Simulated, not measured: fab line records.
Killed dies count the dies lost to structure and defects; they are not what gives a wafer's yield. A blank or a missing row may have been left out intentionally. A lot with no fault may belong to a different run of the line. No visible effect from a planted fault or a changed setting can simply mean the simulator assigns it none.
Split-lot experiment | flow n5 finfet | route with 1938 steps; 7 lots, 21 wafers read

SPLIT DETAILS
At N5_GATE_CUT_EXPOSE_10 (exposes mask GATE CUT, target cd 20 nm), the setting dose mj was moved away from the recipe's 43.25 on 5 of the 21 wafers read, by -5.4% to +7.0%. This setting was run at the recipe's value on the other wafers.

FROM THE SPLIT TO THE READING: what the file shows between them, 3 steps
- N5_GATE_CUT_PEB_11: peb time 60 s
- N5_GATE_CUT_DEVELOP_12: develop time 30 s
- N5_GATE_CUT_DESCUM_18: chemistry O2, time 7 s

THE READING
GATE_CUT.cd nm (the simulator's own value, which no gauge read), in nm, at N5_GATE_CUT_ETCH_28 (etches underlayer in N2/H2, target depth 13 nm, time 10.4 s). There is no usual value for it anywhere in the file. Here, 16 wafers ran the recipe; their average is 20.1 nm with a standard deviation of 0.38 nm.

wafer  | tool, chamber at the split | dose mj as run | against the recipe | GATE_CUT.cd nm, nm | against lot-mates on the recipe
L074.3 | euv scanner-01, 0          | 43.25          | recipe             | 19.6               | -
L074.4 | euv scanner-01, 0          | 43.25          | recipe             | 19.8               | -
L074.6 | euv scanner-01, 0          | 43.25          | recipe             | 19.8               | -
L083.2 | euv scanner-02, 0          | 43.25          | recipe             | 20.4               | -
L083.3 | euv scanner-02, 0          | 46.26          | +7.0%              | 21.8               | +1.4
L083.6 | euv scanner-02, 0          | 46.26          | +7.0%              | 21.8               | +1.4
L084.1 | euv scanner-02, 0          | 43.25          | recipe             | 20                 | -
L084.2 | euv scanner-02, 0          | 43.25          | recipe             | 20                 | -
L084.5 | euv scanner-02, 0          | 43.25          | recipe             | 20                 | -
L085.1 | euv scanner-02, 0          | 43.25          | recipe             | 20.6               | -
L085.2 | euv scanner-02, 0          | 43.25          | recipe             | 21                 | -
L085.6 | euv scanner-02, 0          | 43.25          | recipe             | 20                 | -
L089.1 | euv scanner-01, 0          | 41.95          | -3.0%              | 19.2               | -0.4
L089.2 | euv scanner-01, 0          | 43.25          | recipe             | 19.6               | -
L089.4 | euv scanner-01, 0          | 41.95          | -3.0%              | 19.4               | -0.2
L092.2 | euv scanner-01, 0          | 43.25          | recipe             | 20.2               | -
L092.4 | euv scanner-01, 0          | 43.25          | recipe             | 20.4               | -
L092.6 | euv scanner-01, 0          | 43.25          | recipe             | 20                 | -
L096.2 | euv scanner-01, 0          | 43.25          | recipe             | 20.4               | -
L096.4 | euv scanner-01, 0          | 40.91          | -5.4%              | 19.2               | -1.3
L096.5 | euv scanner-01, 0          | 43.25          | recipe             | 20.6               | -

THE FIT
A straight line over all 21 wafers: GATE_CUT.cd nm changes by +0.23 nm for each +1% of dose mj; r = +0.87; the points scatter about the line by 0.36 nm.
The same after taking each lot's own level away (the mean of its wafers on the recipe; 21 wafers): +0.196 nm for each +1%; r = +0.93; scatter 0.21 nm.
That fit puts the effect of the largest move of dose mj on the reading at 1.4 nm.
Across the lots, their own levels run from 19.60 to 20.53 nm, a range of 2.5 times the standard deviation given above.
So the lot-to-lot level changes the slope: the two fits differ.
Check: +1.37 nm against its lot-mates is what the line predicts for one of the wafers moved furthest among these (+7.0%) when that wafer is left out of the fit. It came out at +1.4 nm against them.

OTHER SPLITS APPLIED TO THESE WAFERS
Other splits were also applied to these wafers ahead of the reading. Each is held against what the fit with the lots' levels taken away leaves over:
other split on the same wafers | wafers away from the commonest value | r with GATE_CUT.cd nm (lot level and that fit taken away)
N5_HKMG_FIN_ETCH_32 bias w     | 8                                    | -0.06
N5_GATE_CUT_COAT_07 spin rpm   | 5                                    | +0.09

THE WHOLE CHAIN: every reading that the file lists as answering this split, in the file's order
step                  | what it does                                                | reading                                                         | change (the file's fit)               | r (the file's)
N5_GATE_CUT_DESCUM_18 | chemistry O2, time 7 s                                      | GATE_CUT.cd nm (the simulator's own value, which no gauge read) | +0.211 nm for each +1% of the setting | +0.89
N5_GATE_CUT_ETCH_28   | etches underlayer in N2/H2, target depth 13 nm, time 10.4 s | GATE_CUT.cd nm (the simulator's own value, which no gauge read) | +0.204 nm for each +1% of the setting | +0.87

THE FILE'S OWN FIT
GATE_CUT.cd nm changes by +0.204 nm for each +1% of dose mj, r = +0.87.
